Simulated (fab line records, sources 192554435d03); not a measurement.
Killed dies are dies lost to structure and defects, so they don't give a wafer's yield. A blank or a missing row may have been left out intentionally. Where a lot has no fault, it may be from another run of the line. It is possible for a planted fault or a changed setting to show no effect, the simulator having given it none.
Chamber matching    flow n5 finfet    pecvd-03 running N5_FIN_SAQP_HM_DEP_72: 3 sister chambers
The step deposits SiO2 from SiH4/N2O, target thk 12 nm, time 7.2 s. 18 wafers are shown with their chamber, then 9 later ones without.

## WAFERS PAIRED WITH THEIR CHAMBERS
wafer   chamber  showerhead plenum p Torr (Torr)  heater power w (W)
L075.1  1        8.25                             725
L075.2  2        8.19                             981
L075.4  0        8.00                             805
L080.1  2        8.22                             981
L080.2  0        7.99                             798
L080.6  0        7.99                             780
L085.2  0        7.97                             797
L085.4  2        8.20                             877
L085.5  0        7.98                             766
L086.1  1        8.24                             742
L086.2  0        7.97                             694
L086.6  1        8.26                             757
L087.1  1        8.26                             730
L087.3  0        7.97                             843
L087.4  2        8.22                             961
L090.1  1        8.27                             739
L090.3  0        7.98                             734
L090.6  1        8.26                             722

SIGNATURES (averages over the wafers above)
reading                   chamber 0  chamber 1  chamber 2  scatter within a chamber
showerhead plenum p Torr  7.9813     8.2567     8.2075     0.0118
heater power w            777.12     735.83     950.00     39.2
Rule: distance of a wafer from a chamber = root of the sum over the readings of ((wafer's reading minus chamber's mean) / reading's scatter) squared. The wafer belongs to the nearest chamber; if the next one is less than 2 further off, it can't be placed. The scatter: the root of (the sum of the squares of (reading less its chamber's mean) over the shown wafers, divided by (wafers less chambers)).

## WAFERS WITHOUT THEIR CHAMBER
wafer   showerhead plenum p Torr (Torr)  heater power w (W)
L094.3  8.23                             1020
L094.5  7.99                             819
L094.6  8.20                             979
L095.3  7.99                             728
L095.5  8.28                             747
L095.6  7.98                             737
L096.1  8.27                             781
L096.4  8.22                             957
L096.5  7.97                             695

## EACH ONE'S CHAMBER
wafer   from the rows above  in truth
L094.3  2                    2
L094.5  0                    0
L094.6  2                    2
L095.3  0                    0
L095.5  1                    1
L095.6  0                    0
L096.1  1                    1
L096.4  2                    2
L096.5  0                    0
Correctly placed: 9 of 9. Left unplaced by these rows: 0. 0 placed wrongly.
